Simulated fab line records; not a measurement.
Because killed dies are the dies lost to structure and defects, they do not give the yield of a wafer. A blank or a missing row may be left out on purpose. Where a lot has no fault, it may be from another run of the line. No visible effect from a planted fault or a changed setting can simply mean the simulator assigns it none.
fab line records	flow n5Finfet
record: lots: 5	wafers: 15	lastDay: 18
route steps=1938 shown BEOL_M3@1001 BEOL_M4@1111
lots that met no fault: from a run of the same line without faults
startH: start of the lot's first displayed wafer, in hours after the record's first day	waitH: how many hours have passed since the lot's step before this one	" unchanged from the row above	L1.1+2: several wafers, shown together as one row	- value missing, or start not given	* or withheld: withheld	< > ~ a bound
route shown NAME@n: NAME is a module with steps in the file, n the number in the route of the first one	usual: mean and standard deviation over wafers with no fault	same: alike in all rows	chamber/n: place in a boat	sites: the reading at each site	_std_site: the standard deviation of these	_edge_site: the outer-site mean with the inner-site mean subtracted	radiusMm: for every site, how far away it sits from the centre of the wafer	mask NAME#n: copy n	behind: the last tool/chamber to shape the wafer	hold: why the lot was held/for how many hours/how that ended	device: transistor that didn't switch, given as n, p or np	end of line: the route-end tests of the same wafers	for a step that has no rows: nothing shown but its recipe	killed: at the first sort, the dies lost to defects and structure; wafer yield is something else	map: a wafer's dies, x killed, . not, _ none there
set.NAME: the setting the step ran with; set.NAME@STEP: the setting that earlier step ran with	model.NAME: the simulator's own value behind a step, which no gauge read
lots at selected steps of the route; one table per step, one row per wafer
services: a tool's chamber out of use, with start hour (startH, from the record's first day; less than 0 if before it), hours out, and reason
== steps ==
step: N5_BEOL_M3_ANNEAL_87
recipe: tempC: 400	timeS: 240	ambient: vacuum
usual: heaterPowerW: 824/86
lot.wafer	tool	chamber	startH	waitH	heaterPowerW
L849.2	pvdSputter-01	-	206.89	0.0	788
L849.4	"	-	"	"	883
L849.6	"	-	"	"	857
L859.1	pvdSputter-03	-	258.20	0.0	878
L859.3	"	-	"	"	895
L859.6	"	-	"	"	835
L861.2	pvdSputter-02	-	262.74	0.0	741
L861.4	"	-	"	"	782
L861.5	"	-	"	"	776
L862.1	pvdSputter-01	-	283.39	0.0	840
L862.4	"	-	"	"	978
L862.6	"	-	"	"	781
L864.1	pvdSputter-01	-	297.18	0.0	850
L864.2	"	-	"	"	796
L864.6	"	-	"	"	846
step: N5_BEOL_M3_SPUTTER_88
recipe: material: Cu	targetThkA: 45	tempC: -20	chamberPressurePa: 0.07	powerW: withheld	timeS: 8.29
step: N5_BEOL_M3_ANNEAL_89
recipe: tempC: 400	timeS: 240	ambient: vacuum
step: N5_BEOL_M3_SPUTTER_90
recipe: material: Cu	targetThkA: 45	tempC: -20	chamberPressurePa: 0.07	powerW: withheld	timeS: 8.29
usual: throttleValvePct: 29.9/1
lot.wafer	tool	chamber	startH	waitH	throttleValvePct
L849.2	pvdSputter-01	-	207.25	0.1	28.4
L849.4	"	-	"	"	28.8
L849.6	"	-	"	"	28.9
L859.1	pvdSputter-03	-	258.56	0.1	29.7
L859.3	"	-	"	"	31.3
L859.6	"	-	"	"	28.8
L861.2	pvdSputter-02	-	263.10	0.1	30.7
L861.4	"	-	"	"	27.7
L861.5	"	-	"	"	28.1
L862.1	pvdSputter-01	-	283.75	0.1	29.1
L862.4	"	-	"	"	30.3
L862.6	"	-	"	"	28.9
L864.1	pvdSputter-01	-	297.54	0.1	29.2
L864.2	"	-	"	"	28.8
L864.6	"	-	"	"	29.0
step: N5_BEOL_M3_ANNEAL_91
recipe: tempC: 400	timeS: 240	ambient: vacuum
step: N5_BEOL_M3_SPUTTER_92
recipe: material: Cu	targetThkA: 45	tempC: -20	chamberPressurePa: 0.07	powerW: withheld	timeS: 8.29
step: N5_BEOL_M3_ANNEAL_93
recipe: tempC: 400	timeS: 240	ambient: vacuum
usual: heaterPowerW: 826/86
lot.wafer	tool	chamber	startH	waitH	heaterPowerW
L849.2	pvdSputter-01	-	207.55	0.0	809
L849.4	"	-	"	"	833
L849.6	"	-	"	"	854
L859.1	pvdSputter-03	-	258.86	0.0	858
L859.3	"	-	"	"	873
L859.6	"	-	"	"	823
L861.2	pvdSputter-02	-	263.40	0.0	736
L861.4	"	-	"	"	776
L861.5	"	-	"	"	788
L862.1	pvdSputter-01	-	284.05	0.0	875
L862.4	"	-	"	"	1015
L862.6	"	-	"	"	812
L864.1	pvdSputter-01	-	297.84	0.0	873
L864.2	"	-	"	"	799
L864.6	"	-	"	"	867
step: N5_BEOL_M3_SPUTTER_94
recipe: material: Cu	targetThkA: 45	tempC: -20	chamberPressurePa: 0.07	powerW: withheld	timeS: 8.29
step: N5_BEOL_M3_ANNEAL_95
recipe: tempC: 400	timeS: 240	ambient: vacuum
step: N5_BEOL_M3_SPUTTER_96
recipe: material: Cu	targetThkA: 45	tempC: -20	chamberPressurePa: 0.07	powerW: withheld	timeS: 8.29
usual: throttleValvePct: 29.9/1
lot.wafer	tool	chamber	startH	waitH	throttleValvePct
L849.2	pvdSputter-01	-	207.91	0.1	28.9
L849.4	"	-	"	"	29.2
L849.6	"	-	"	"	28.7
L859.1	pvdSputter-03	-	259.22	0.1	29.6
L859.3	"	-	"	"	31.3
L859.6	"	-	"	"	28.9
L861.2	pvdSputter-02	-	263.76	0.1	30.4
L861.4	"	-	"	"	28.1
L861.5	"	-	"	"	27.8
L862.1	pvdSputter-01	-	284.41	0.1	29.0
L862.4	"	-	"	"	30.3
L862.6	"	-	"	"	28.3
L864.1	pvdSputter-01	-	298.20	0.1	29.1
L864.2	"	-	"	"	28.5
L864.6	"	-	"	"	28.8
step: N5_BEOL_M3_ECD_50
recipe: material: Cu	targetThkA: 3000
step: N5_BEOL_M3_ANNEAL_51
recipe: tempC: 225	timeS: 90	ambient: N2
usual: annealTempC: 225.02/0.18	wafer_temp_C_max: 226.0/0.35
lot.wafer	tool	chamber	startH	waitH	annealTempC	wafer_temp_C_max
L849.2	rtpAnneal-02	0	208.15	0.1	225.25	225.5
L849.4	"	0	"	"	224.95	225.4
L849.6	"	0	"	"	224.94	225.4
L859.1	rtpAnneal-01	0	259.41	0.1	225.50	226.4
L859.3	"	0	"	"	225.10	226.3
L859.6	"	0	"	"	225.31	226.3
L861.2	rtpAnneal-02	0	264.01	0.1	224.89	225.9
L861.4	"	0	"	"	224.77	225.8
L861.5	"	0	"	"	224.88	225.9
L862.1	rtpAnneal-02	0	284.61	0.1	225.03	225.9
L862.4	"	0	"	"	224.90	225.7
L862.6	"	0	"	"	224.75	225.6
L864.1	rtpAnneal-01	0	299.54	1.2	225.20	226.0
L864.2	"	0	"	"	225.23	226.0
L864.6	"	0	"	"	225.39	226.7
step: N5_BEOL_M3_CMP_52
recipe: stopOn: SiOC	tOverpolishS: 6.8	downForcePsi: 1	platenRpm: 50	clearingPlatenDownForcePsi: 1.5	clearingPlatenRpm: 50	postCmpClean: cuAlkaline	targetThkNm: 40	clearingPlatenPadVelocityMS: 0.99484	padVelocityMS: 0.99484
usual: barrierFieldEndpointS: 24.6/0.61	motorCurrentA: 6.3/0.63	overpolishRunS: 6.800/0.0082	padLifeWafers: 1078/520	timeToEndpointS: 62.2/2.8
lot.wafer	tool	chamber	startH	waitH	barrierFieldEndpointS	motorCurrentA	overpolishRunS	padLifeWafers	timeToEndpointS	model.Cu_of_BEOL_M3_ECD_50.thkNm	model.SiOC_of_BEOL_M3_ILD_DEP_00.thkNm
L849.4	cmp-03	0	208.40	0.1	23.8	6.2	6.806	2016	57.7	41.4	76.4
L849.2	"	2	"	"	13.1	6.1	6.796	2018	31.8	36	73.4
L849.6	"	0	"	"	24.6	5.9	6.798	-	60.3	40.2	76.4
L859.3	cmp-01	0	259.79	0.2	24.5	6.2	6.792	1568	61.7	39.6	76.2
L859.1	"	1	"	"	24.9	6.5	6.801	1569	63.1	39	75.8
L859.6	"	2	"	"	24.7	7.1	6.793	-	61.0	41	77.6
L861.4	cmp-02	1	264.33	0.2	23.9	7.4	6.791	1082	57.6	36.6	74.4
L861.2	"	2	"	"	24.0	5.3	6.812	1083	58.9	39	74.6
L861.5	"	0	"	"	25.5	6.2	6.798	-	64.5	40.4	76
L862.1	cmp-01	0	284.93	0.3	24.4	6.0	6.811	1770	61.4	39	75.2
L862.4	"	2	"	"	24.0	6.8	6.802	1772	59.4	39.8	77
L862.6	"	1	"	"	25.0	6.8	6.792	-	62.5	40.2	76.6
L864.2	cmp-03	0	299.84	0.2	23.5	6.1	6.793	636	59.1	39.2	76.2
L864.1	"	1	"	"	23.8	5.3	6.789	637	60.3	38.4	75.6
L864.6	"	0	"	"	24.6	6.0	6.793	-	64.0	40.8	77.2
step: N5_BEOL_M4_RC_MEAS_101
usual: DIBL_N: 36.4/1.3	DIBL_P: 36.5/1.7	IOFF_N: 0.154/0.022	IOFF_P: 0.202/0.025	ION_N: 671/9.8	ION_P: 460/6.8	SS_N: 71.6/0.54	SS_P: 73.4/0.58	VT_N: 250.9/2.8	VT_P: -251.4/2.7
lot.wafer	tool	chamber	startH	waitH	DIBL_N[mV/V]	DIBL_P[mV/V]	IOFF_N[nA/um]	IOFF_P[nA/um]	ION_N[uA/um]	ION_P[uA/um]	SS_N[mV/dec]	SS_P[mV/dec]	VT_N[mV]	VT_P[mV]
L849.2	prober-02	0	220.21	0.2	35.4	34.7	0.159	0.178	672	452	71.6	72.9	248.4	-255.8
L849.4	"	0	"	"	33.8	32.9	0.127	0.165	652	446	70.9	73.0	254.4	-255.9
L849.6	"	0	"	"	37.1	37.2	0.187	0.216	674	457	72.1	73.8	248.1	-253.4
L859.1	prober-01	0	268.26	0.0	36.6	37.4	0.153	0.212	674	459	71.7	73.6	252.2	-250.5
L859.3	"	0	"	"	35.0	34.5	0.117	0.174	641	448	71.2	72.7	256.2	-253.7
L859.6	"	0	"	"	37.1	36.2	0.148	0.200	662	452	72.0	73.3	255.1	-250.5
L861.2	prober-01	0	282.76	0.2	35.4	35.1	0.130	0.238	659	465	71.1	73.4	252.3	-246.2
L861.4	"	0	"	"	36.8	36.0	0.153	0.235	660	459	71.4	73.9	254.5	-247.9
L861.5	"	0	"	"	35.5	34.1	0.123	0.204	652	460	70.8	73.4	254.2	-250.5
L862.1	prober-01	0	295.71	0.0	37.2	37.3	0.181	0.229	686	466	71.5	74.3	246.2	-252.0
L862.4	"	0	"	"	37.4	36.9	0.176	0.230	676	461	72.2	74.3	249.3	-249.1
L862.6	"	0	"	"	37.0	36.0	0.167	0.210	672	453	71.8	73.7	251.2	-250.0
L864.1	prober-01	0	310.67	0.0	33.7	33.9	0.121	0.185	672	463	70.7	72.6	252.3	-248.9
L864.2	"	0	"	"	34.9	35.8	0.146	0.217	684	471	71.2	73.6	250.0	-247.5
L864.6	"	0	"	"	34.2	34.5	0.128	0.194	663	464	70.9	72.4	251.7	-248.6
== services ==
tool	chamber	startH	hours	kind
cmp-01	-	189.30	1.0	repair
cmp-02	-	201.67	0.3	repair
cmp-03	-	211.96	4.0	pm
cmp-03	-	215.96	-	consumableReplace:conditioner
cmp-03	-	215.96	-	consumableReplace:pad
pvdSputter-02	-	222.72	1.7	repair
cmp-03	-	239.57	5.5	pm
cmp-01	-	245.32	0.2	repair
cmp-02	-	248.33	0.2	repair
cmp-03	-	250.58	1.7	repair
rtpAnneal-01	-	295.09	4.3	pm
== key ==
firstSign: step: N5_BEOL_M3_CMP_52	reading: barrierFieldEndpointS	direction: down	sigmas: 19	usual: 24.6	struck: 13.1
effect: step: N5_BEOL_M3_CMP_52	reading: timeToEndpointS	direction: down	sigmas: 11	usual: *	struck: *
modelEffect: step: N5_BEOL_M3_CMP_52	value: Cu_of_BEOL_M3_ECD_50.thkNm	without: 38.4	struck: 36
metAt N5_BEOL_M3_CMP_52
struckWafers L849.2
fault: kind: processParameterDrift	tool: cmp-03	chamber: 2	onsetH: 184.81	steps: N5_BEOL_M3_CMP_52	channel: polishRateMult	offset: 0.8	shape: step	endH: 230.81
